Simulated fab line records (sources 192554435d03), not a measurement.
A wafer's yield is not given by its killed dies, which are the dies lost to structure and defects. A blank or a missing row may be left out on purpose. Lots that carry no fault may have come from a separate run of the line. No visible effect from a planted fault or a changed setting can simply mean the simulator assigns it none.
Split-lot study ; flow n5 finfet ; route with 1938 steps; 7 lots, 21 wafers read

== THE SPLIT ==
At N5_BEOL_M6_COAT_59 (time 60 s, resist thk 100 nm), the setting spin rpm was moved away from the recipe's 1500 rpm on 9 of the 21 wafers read, by -10.7% to +10.9%. All remaining wafers had this setting at the recipe value.

== FROM THE SPLIT TO THE READING: what the file shows between them, 4 steps ==
- N5_BEOL_M6_COAT_60: time 60 s, resist thk 35 nm
- N5_BEOL_M6_COAT_05: resist thk 90 nm
- N5_BEOL_M6_DESCUM_16: chemistry O2, time 7.9 s
- N5_BEOL_M6_ETCH_61: etches SiARC in CF4, target depth 45.5 nm, time 75.8 s

== THE READING ==
etch.depth nm (the simulator's own value, which no gauge read), in nm, at N5_BEOL_M6_ETCH_62 (etches SOC in N2/H2, target depth 110 nm, overetch 22 nm, time 165 s). No usual value for it is given in the file. The 12 wafers here that ran the recipe average 100.13 nm, standard deviation 0.36 nm.

wafer;tool, chamber at the split;spin rpm as run, rpm;against the recipe;etch.depth nm, nm;against lot-mates on the recipe
L078.2;litho track-02, 0;1500;recipe;100.3;-
L078.4;litho track-02, 0;1564;+4.3%;98.44;-1.96
L078.5;litho track-02, 0;1500;recipe;100.5;-
L080.2;litho track-03, 0;1500;recipe;99.68;-
L080.3;litho track-03, 0;1379;-8.1%;103.7;+4.19
L080.6;litho track-03, 0;1500;recipe;99.34;-
L083.2;litho track-03, 0;1663;+10.9%;95.32;-4.73
L083.4;litho track-03, 0;1500;recipe;100;-
L083.5;litho track-03, 0;1500;recipe;100.1;-
L085.1;litho track-03, 0;1500;recipe;100.3;-
L085.4;litho track-03, 0;1500;recipe;100.2;-
L085.6;litho track-03, 0;1340;-10.7%;105.9;+5.65
L086.4;litho track-05, 0;1590;+6.0%;97.54;-3.26
L086.5;litho track-05, 0;1500;recipe;100.8;-
L086.6;litho track-05, 0;1590;+6.0%;97.8;-3.00
L091.3;litho track-05, 0;1655;+10.3%;95.64;no lot-mate on the recipe
L091.6;litho track-05, 0;1655;+10.3%;95.64;no lot-mate on the recipe
L091.4;litho track-05, 0;1655;+10.3%;95.7;no lot-mate on the recipe
L095.1;litho track-02, 0;1500;recipe;100.1;-
L095.2;litho track-02, 0;1500;recipe;100.3;-
L095.3;litho track-02, 0;1500;recipe;100;-

THE FIT
A straight line over all 21 wafers: etch.depth nm changes by -0.456 nm for each +1% of spin rpm; r = -0.99; the points scatter about the line by 0.36 nm.
The same after taking each lot's own level away (the mean of its wafers on the recipe; 18 wafers): -0.496 nm for each +1%; r = -1.00; scatter 0.22 nm.
That fit puts the effect of the largest move of spin rpm on the reading at 5.4 nm.
Across the lots, their own levels run from 99.510 to 100.800 nm, a range of 3.6 times the standard deviation given above.
So the lot-to-lot level changes the slope little: the two slopes agree.
Check: for one of the wafers moved furthest among these (+10.9%), held out of the fit, the line's prediction against its lot-mates is -5.63 nm. Against them it came out at -4.73 nm.

== FURTHER SPLITS ON THESE WAFERS ==
These wafers also went through other splits before the reading. Each is held against what the fit with the lots' levels taken away leaves over:
other split on the same wafers;wafers away from the commonest value;r with etch.depth nm (lot level and that fit taken away)
N5_BEOL_M4_EXPOSE_08 dose mj;8;-0.20
N5_BEOL_M4_EXPOSE_25 dose mj;9;+0.32
N5_BEOL_M4_ETCH_70 source w;5;-0.04
N5_BEOL_M5_VIA_ETCH_34 source w;7;-0.13
N5_BEOL_M6_ILD_DEP_00 time s;8;+0.26

== THE WHOLE CHAIN: every reading that the file lists as answering this split, in the file's order ==
step;what it does;reading;change (the file's fit);r (the file's)
N5_BEOL_M6_COAT_59;time 60 s, resist thk 100 nm;SOC_of_BEOL_M6_COAT_59.thk nm (the simulator's own value, which no gauge read);-0.49 nm for each +1% of the setting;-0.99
N5_BEOL_M6_ETCH_62;etches SOC in N2/H2, target depth 110 nm, overetch 22 nm, time 165 s;etch.depth nm (the simulator's own value, which no gauge read);-0.492 nm for each +1% of the setting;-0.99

== FILE'S OWN FIT ==
etch.depth nm changes by -0.492 nm for each +1% of spin rpm, r = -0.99.
